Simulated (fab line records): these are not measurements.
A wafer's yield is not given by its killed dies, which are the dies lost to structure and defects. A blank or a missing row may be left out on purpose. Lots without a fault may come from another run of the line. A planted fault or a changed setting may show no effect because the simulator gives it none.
Which of the tools did it? + flow nand_harc + 12 lots with 36 wafers sampled at 5 steps, on a route of 1302 steps

WHAT THE GAUGES READ, wafer by wafer
NHARC_END_SORT_01. Usual: defect_limited_yield 89.9 %, standard deviation 2.7; killed_at_array 64, standard deviation 18; killed_at_other 0.8, standard deviation 1.1; killed_at_periphery 3.8, standard deviation 2.7; killed_dies 68, standard deviation 18; killed_open 3.3, standard deviation 1.9; killed_short 2.3, standard deviation 1.8.
| lot  | measured     | on        | defect_limited_yield (%) | killed_at_array | killed_at_other | killed_at_periphery | killed_dies | killed_open | killed_short | flag |
|------|--------------|-----------|--------------------------|-----------------|-----------------|---------------------|-------------|-------------|--------------|------|
| L103 | day 25 00:53 | prober-02 | 91.6 90.4 87.4           | 51 58 80        | 1 0 1           | 5 7 4               | 57 65 85    | 2 7 0       | 3 1 4        |      |
| L105 | day 25 03:17 | prober-01 | 87.6 89.1 89.1           | 79 73 70        | 0 0 0           | 5 1 4               | 84 74 74    | 7 2 1       | 2 1 2        |      |
| L115 | day 29 14:08 | prober-01 | 87.9 89.8 88.8           | 75 64 69        | 0 0 0           | 7 5 7               | 82 69 76    | 3 0 2       | 0 1 1        |      |
| L121 | day 32 09:04 | prober-01 | 89.8 88.0 90.4           | 67 76 62        | 1 2 0           | 1 3 3               | 69 81 65    | 6 4 3       | 2 6 0        |      |
| L124 | day 33 18:46 | prober-02 | 90.5 87.4 87.4           | 63 85 77        | 0 0 1           | 1 0 7               | 64 85 85    | 1 1 5       | 3 3 1        |      |

TOOL THAT RAN EACH LOT (tool first, then ch and the chambers of the sampled wafers, then the start)
| lot  | NHARC_P_M0_CMP_23             | NHARC_P_M1_ETCH_35                 | NHARC_P_M1_ETCH_15                            | NHARC_P_M1_DEGAS_29          |
|------|-------------------------------|------------------------------------|-----------------------------------------------|------------------------------|
| L103 | cmp-04 ch 0,2,3, day 6 12:17  | rie_diel-10 ch 0,1,3, day 6 14:28  | rie_diel-10 ch 0,1,3, day 6 15:24 or earlier  | pvd_sputter-03, day 6 15:24  |
| L104 | cmp-04 ch 0,3, day 6 18:28    | rie_diel-10 ch 1,2, day 6 20:47    | rie_diel-10 ch 0,3, day 6 21:44 or earlier    | pvd_sputter-02, day 6 21:44  |
| L105 | cmp-03 ch 2,3, day 7 04:15    | rie_diel-12 ch 0,1,2, day 7 06:22  | rie_diel-12 ch 0,2,3, day 7 07:17 or earlier  | pvd_sputter-03, day 7 07:17  |
| L106 | cmp-03 ch 0,2,3, day 7 10:04  | rie_diel-12 ch 1,2,3, day 7 12:13  | rie_diel-12 ch 0,2,3, day 7 13:08 or earlier  | pvd_sputter-01, day 7 13:08  |
| L107 | cmp-04 ch 0,1,3, day 7 20:23  | rie_diel-10 ch 0,2, day 7 22:24    | rie_diel-10 ch 1,2, day 7 23:26 or earlier    | pvd_sputter-03, day 7 23:26  |
| L115 | cmp-04 ch 1,2,3, day 11 07:56 | rie_diel-12 ch 0,1,2, day 11 09:55 | rie_diel-12 ch 0,2,3, day 11 10:55 or earlier | pvd_sputter-01, day 11 10:55 |
| L121 | cmp-02 ch 1,2,3, day 13 15:27 | rie_diel-10 ch 2,3, day 13 17:31   | rie_diel-10 ch 0,1, day 13 18:28 or earlier   | pvd_sputter-01, day 13 18:28 |
| L122 | cmp-02 ch 0,1,3, day 14 08:25 | rie_diel-11 ch 0,2,3, day 14 10:26 | rie_diel-11 ch 0,1,3, day 14 11:22 or earlier | pvd_sputter-01, day 14 11:22 |
| L123 | cmp-04 ch 1,2,3, day 14 12:24 | rie_diel-10 ch 0,1, day 14 14:32   | rie_diel-10 ch 0,1,2, day 14 15:29 or earlier | pvd_sputter-01, day 14 15:29 |
| L124 | cmp-02 ch 0,1,2, day 15 06:25 | rie_diel-10 ch 0,2,3, day 15 08:31 | rie_diel-10 ch 0,3, day 15 09:27 or earlier   | pvd_sputter-01, day 15 09:27 |
| L125 | cmp-03 ch 0,2, day 15 08:03   | rie_diel-12 ch 1,2,3, day 15 10:13 | rie_diel-12 ch 0,2,3, day 15 11:11 or earlier | pvd_sputter-03, day 15 11:11 |
| L126 | cmp-04 ch 0,1,3, day 15 15:39 | rie_diel-10 ch 1,2,3, day 15 17:47 | rie_diel-10 ch 0,1,2, day 15 18:43 or earlier | pvd_sputter-02, day 15 18:43 |
- NHARC_P_M0_CMP_23: polishes, t overpolish 20 s, target thk 117.54 nm.
- NHARC_P_M1_ETCH_35: etches the open film in N2/H2, target depth 40 nm, overetch 12 nm, time 43.94 s.
- NHARC_P_M1_ETCH_15: etches the open film in C4F8/Ar, target depth 182.5 nm, time 91.2 s.
- NHARC_P_M1_DEGAS_29: time 60 s.

WHAT THE TOOLS THEMSELVES READ (means of the sampled wafers that have a number; where no wafer has one, the mark that the record gives instead)
NHARC_P_M0_CMP_23. Usual: edge_zone_pressure_frac 0.998, standard deviation 0.0051; motor_current_A 12.2 A, standard deviation 1; time_to_endpoint_s 28.5 s, standard deviation 2.9.
| lot  | tool   | edge_zone_pressure_frac | motor_current_A (A) | time_to_endpoint_s (s) | flag |
|------|--------|-------------------------|---------------------|------------------------|------|
| L103 | cmp-04 | 0.996                   | 12.9                | 30.0                   |      |
| L104 | cmp-04 | 1.002                   | 11.8                | 28.8                   |      |
| L105 | cmp-03 | 1.002                   | 12.4                | 27.0                   |      |
| L106 | cmp-03 | 1.003                   | 12.0                | 28.9                   |      |
| L107 | cmp-04 | 0.993                   | 12.5                | 26.7                   |      |
| L115 | cmp-04 | 1.001                   | 12.7                | 25.9                   |      |
| L121 | cmp-02 | 0.996                   | 10.9                | 28.6                   |      |
| L122 | cmp-02 | 1.001                   | 11.6                | 32.9                   |      |
| L123 | cmp-04 | 0.995                   | 12.7                | 28.0                   |      |
| L124 | cmp-02 | 0.995                   | 11.4                | 29.0                   |      |
| L125 | cmp-03 | 0.999                   | 12.9                | 29.1                   |      |
| L126 | cmp-04 | 1.001                   | 12.5                | 30.0                   |      |

NHARC_P_M1_ETCH_35. Usual: drypump_motor_current_A 5.8 A, standard deviation 0.53; oes_product_au 1.000 a.u., standard deviation 0.012; rf_vpp_V 430.4 V, standard deviation 1.9; showerhead_plenum_p_Torr 2.03 Torr, standard deviation 0.068; throttle_valve_pct 14.173 %, standard deviation 0.0085.
| lot  | tool        | drypump_motor_current_A (A) | oes_product_au (a.u.) | rf_vpp_V (V) | showerhead_plenum_p_Torr (Torr) | throttle_valve_pct (%) | flag |
|------|-------------|-----------------------------|-----------------------|--------------|---------------------------------|------------------------|------|
| L103 | rie_diel-10 | 5.7                         | 0.999                 | 429.9        | 1.99                            | 14.177                 |      |
| L104 | rie_diel-10 | 5.2                         | 0.995                 | 432.6        | 2.10                            | 14.175                 |      |
| L105 | rie_diel-12 | 5.8                         | 1.005                 | 431.0        | 2.03                            | 14.172                 |      |
| L106 | rie_diel-12 | 6.3                         | 0.994                 | 429.7        | 2.02                            | 14.179                 |      |
| L107 | rie_diel-10 | 5.8                         | 0.998                 | 430.6        | 2.05                            | 14.170                 |      |
| L115 | rie_diel-12 | 5.8                         | 0.951                 | 430.7        | 2.03                            | 14.165                 | OFF  |
| L121 | rie_diel-10 | 5.7                         | 1.001                 | 430.8        | 2.03                            | 14.179                 |      |
| L122 | rie_diel-11 | 5.8                         | 0.994                 | 429.0        | 1.97                            | 14.178                 |      |
| L123 | rie_diel-10 | 5.4                         | 0.982                 | 429.5        | 1.99                            | 14.174                 |      |
| L124 | rie_diel-10 | 5.8                         | 0.998                 | 430.6        | 2.04                            | 14.170                 |      |
| L125 | rie_diel-12 | 6.3                         | 1.010                 | 429.2        | 2.01                            | 14.176                 |      |
| L126 | rie_diel-10 | 5.4                         | 0.996                 | 431.0        | 2.04                            | 14.183                 |      |

NHARC_P_M1_ETCH_15. Usual: oes_product_au 0.951 a.u., standard deviation 0.023; rf_vpp_V 440.5 V, standard deviation 1.9.
| lot  | tool        | oes_product_au (a.u.) | rf_vpp_V (V) | flag |
|------|-------------|-----------------------|--------------|------|
| L103 | rie_diel-10 | 0.964                 | 439.5        |      |
| L104 | rie_diel-10 | 0.959                 | 439.7        |      |
| L105 | rie_diel-12 | 0.927                 | 441.1        |      |
| L106 | rie_diel-12 | 0.977                 | 441.0        |      |
| L107 | rie_diel-10 | 0.921                 | 442.1        |      |
| L115 | rie_diel-12 | 0.940                 | 441.5        |      |
| L121 | rie_diel-10 | 0.934                 | 439.2        |      |
| L122 | rie_diel-11 | 0.961                 | 438.8        |      |
| L123 | rie_diel-10 | 0.953                 | 440.9        |      |
| L124 | rie_diel-10 | 0.959                 | 439.3        |      |
| L125 | rie_diel-12 | 0.971                 | 441.7        |      |
| L126 | rie_diel-10 | 0.918                 | 441.2        |      |

NHARC_P_M1_DEGAS_29. Usual: 341 W for heater_power_w, sd 26.
| lot  | tool           | heater_power_w (W) | flag |
|------|----------------|--------------------|------|
| L103 | pvd_sputter-03 | 333                |      |
| L104 | pvd_sputter-02 | 349                |      |
| L105 | pvd_sputter-03 | 341                |      |
| L106 | pvd_sputter-01 | 349                |      |
| L107 | pvd_sputter-03 | 335                |      |
| L115 | pvd_sputter-01 | 308                |      |
| L121 | pvd_sputter-01 | 344                |      |
| L122 | pvd_sputter-01 | 348                |      |
| L123 | pvd_sputter-01 | 341                |      |
| L124 | pvd_sputter-01 | 348                |      |
| L125 | pvd_sputter-03 | 336                |      |
| L126 | pvd_sputter-02 | 345                |      |

THE ANSWER, worked out from the rows above alone
Rule: a lot counts as off when the mean over its wafers that have a number is more than 3 standard deviations away from the usual mean. A lot without any number at a reading at which 4 lots or more have one is off too. Any other lot the step has rows for is counted as sound. Order of review: gauges by route order, followed by the tools' own readings, for which a lot's mean as printed above is used. The first step at which some lot is off is used, and at that step the reading that is off furthest; a lot without a number counts as furthest.
Off, at NHARC_P_M1_ETCH_35 on oes_product_au: L115.
If a tool, at that step or one of the process steps before it, ran each lot that is off and ran no sound lot following the first of them, it fits. Of those tried, none fits.

WHAT HAD BEEN PUT IN BY THE SIMULATOR
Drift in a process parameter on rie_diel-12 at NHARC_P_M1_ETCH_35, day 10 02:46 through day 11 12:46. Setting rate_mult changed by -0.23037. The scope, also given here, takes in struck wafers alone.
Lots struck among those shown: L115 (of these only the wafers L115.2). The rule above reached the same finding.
